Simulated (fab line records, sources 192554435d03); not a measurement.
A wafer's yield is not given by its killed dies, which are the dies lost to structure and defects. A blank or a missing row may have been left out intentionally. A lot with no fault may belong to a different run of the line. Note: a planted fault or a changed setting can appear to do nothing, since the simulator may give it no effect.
Split-lot experiment ; flow n5-finfet ; 21 wafers read from 7 lots, route of 1938 steps

## SPLIT DETAILS
At N5_STI_FIN_REVEAL_ETCHBACK_08 (etches SiO2 in C4F6/O2, target depth 30.5 nm, time 10.167 s), the setting time-s was moved away from the recipe's 10.167 s on 5 of the 21 wafers read, by -21.9% to -10.8%. This setting was run at the recipe's value on the other wafers.

## FROM THE SPLIT TO THE READING: what the file shows between them, 4 steps
- N5_STI_FIN_REVEAL_PRECLEAN_17: cleans in NF3:NH3, afs cycles 1, time 20 s, sublimation time 60 s (also split here: time-s)
- N5_STI_FIN_REVEAL_ETCH_34: etches Si in H2, material Si, target depth 0.97 nm
- N5_STI_FIN_REVEAL_OXIDATION_31: chemistry O2 PLASMA REMOTE, time 20 s
- N5_STI_FIN_REVEAL_SRD_23: time 30 s

## THE READING
trench-depth-nm, in nm, at N5_STI_FIN_REVEAL_FIN_H_MEAS_10. Fault-free wafers of this fab line usually give 51.8 nm, standard deviation 0.63 nm.

wafer;tool, chamber at the split;time-s as run, s;against the recipe;trench-depth-nm, nm;against lot-mates on the recipe
L074.3;rie-diel-02, 3;10.167;recipe;51.6;-
L074.5;rie-diel-02, 3;10.167;recipe;51.4;-
L074.6;rie-diel-02, 1;8.329;-18.1%;47.0;-4.5
L076.1;rie-diel-02, 0,1,3;10.167;recipe;52.1;-
L076.4;rie-diel-02, 0,1,3;10.167;recipe;52.6;-
L076.6;rie-diel-02, 0,1,3;10.167;recipe;52.4;-
L079.1;rie-diel-02, 1,2,1;10.167;recipe;51.6;-
L079.2;rie-diel-02, 1,2,1;10.167;recipe;51.6;-
L079.6;rie-diel-02, 1,2,1;10.167;recipe;51.5;-
L082.4;rie-diel-05, 3,2;10.167;recipe;52.1;-
L082.5;rie-diel-05, 1;8.161;-19.7%;46.0;-5.2
L082.6;rie-diel-05, 3,2;10.167;recipe;50.4;-
L085.4;rie-diel-06, 2,3,0;10.167;recipe;52.1;-
L085.5;rie-diel-06, 2,3,0;10.167;recipe;53.2;-
L085.6;rie-diel-06, 2,3,0;10.167;recipe;52.1;-
L087.1;rie-diel-06, 1,2;9.069;-10.8%;47.7;-4.4
L087.2;rie-diel-06, 0;10.167;recipe;52.1;-
L087.4;rie-diel-06, 1,2;9.069;-10.8%;48.8;-3.3
L090.2;rie-diel-02, 0,1;10.167;recipe;52.6;-
L090.5;rie-diel-02, 0;7.937;-21.9%;46.0;-6.4
L090.6;rie-diel-02, 0,1;10.167;recipe;52.2;-
Where a row lists several chambers, the file gives one row for several wafers and doesn't say which wafer went through which chamber.

FIT RESULTS
A straight line over all 21 wafers: trench-depth-nm changes by +0.291 nm for each +1% of time-s; r = +0.96; the points scatter about the line by 0.63 nm.
The same after taking each lot's own level away (the mean of its wafers on the recipe; 21 wafers): +0.283 nm for each +1%; r = +0.97; scatter 0.5 nm.
Per that fit: largest time-s move, reading shift of 6.2 nm.
The lots' own levels span 51.25 to 52.47 nm, that is 1.9 times the standard deviation above.
The two slopes are in agreement: the lot-to-lot level therefore moves the slope only a little.
Check: -6.18 nm against its lot-mates is what the line predicts for one of the wafers moved furthest among these (-21.9%) when that wafer is left out of the fit. Against them it came out at -6.4 nm.

## ADDITIONAL SPLITS CARRIED BY THESE WAFERS
Other splits were also applied to these wafers ahead of the reading. Each is held against what the fit with the lots' levels taken away leaves over:
other split on the same wafers;wafers away from the commonest value;r with trench-depth-nm (lot level and that fit taken away)
N5_ZERO_LAYER_EXPOSE_08 dose-mj;10;+0.08
N5_ZERO_LAYER_DEVELOP_10 develop-time-s;6;-0.14
N5_WELL_APT_PEB_06 peb-time-s;9;-0.04
N5_WELL_APT_DESCUM_13 time-s;7;+0.18
N5_FIN_SAQP_SPACER1_ALD_24 ald-cycles;8;+0.02
N5_STI_FIN_REVEAL_PRECLEAN_17 time-s;8;+0.43

## THE FILE'S OWN FIT
trench-depth-nm changes by +0.281 nm for each +1% of time-s, r = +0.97.
